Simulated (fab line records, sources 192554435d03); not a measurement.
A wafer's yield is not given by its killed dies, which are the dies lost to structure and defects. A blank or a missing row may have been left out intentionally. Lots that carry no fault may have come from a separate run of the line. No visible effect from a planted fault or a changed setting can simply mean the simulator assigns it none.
Matching of chambers + flow n5-finfet + pecvd-03 running N5_BEOL_M9_ILD_DEP_00: 3 sister chambers
The step deposits SiCOH lowk from DEMS/porogen, target thk 308.51 nm, time 58 s. 6 wafers are shown with their chamber, then 10 later ones without.

== WAFERS WITH THEIR CHAMBER ==
| wafer  | chamber | throttle-valve-pct (%) | heater-power-w (W) |
|--------|---------|------------------------|--------------------|
| L077.6 | 0       | 13.2                   | 283                |
| L092.1 | 2       | 13.1                   | 356                |
| L092.3 | 0       | 13.3                   | 307                |
| L092.5 | 1       | 15.8                   | 277                |
| L093.3 | 2       | 13.1                   | 318                |
| L093.5 | 1       | 16.0                   | 279                |

== WAFERS WITHOUT THEIR CHAMBER ==
| wafer  | throttle-valve-pct (%) | heater-power-w (W) |
|--------|------------------------|--------------------|
| L093.6 | 13.0                   | 317                |
| L094.1 | 13.2                   | 291                |
| L094.2 | 16.0                   | 277                |
| L094.4 | 13.1                   | 297                |
| L097.1 | 15.7                   | 277                |
| L097.2 | 13.1                   | 316                |
| L097.3 | 13.3                   | 325                |
| L097.4 | 13.1                   | 336                |
| L097.5 | 13.1                   | 313                |
| L097.6 | 15.8                   | 284                |

== CHAMBER TAKEN BY EACH ==
| wafer  | from the rows above     | in truth |
|--------|-------------------------|----------|
| L093.6 | can't be placed: 2 or 0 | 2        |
| L094.1 | 0                       | 0        |
| L094.2 | 1                       | 1        |
| L094.4 | can't be placed: 0 or 2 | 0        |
| L097.1 | 1                       | 1        |
| L097.2 | can't be placed: 2 or 0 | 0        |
| L097.3 | can't be placed: 0 or 2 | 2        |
| L097.4 | 2                       | 2        |
| L097.5 | can't be placed: 2 or 0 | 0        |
| L097.6 | 1                       | 1        |
Placed correctly: 5 of 10. These rows do not allow placing 5 (true chamber among the candidates in 5). Wrongly placed: 0.
How it was worked out, from the rows above alone: a wafer's distance from a chamber is the root of the sum, over the readings, of the square of ((its reading less the chamber's mean) divided by the reading's scatter). The wafer belongs to the nearest chamber; if the next one is less than 2 further off, it can't be placed. Each chamber's mean is taken over the wafers shown for it. How the scatter is found: for the shown wafers, subtract from each reading the mean of its chamber, square and add these, divide the total by (wafers less chambers), then take the root.
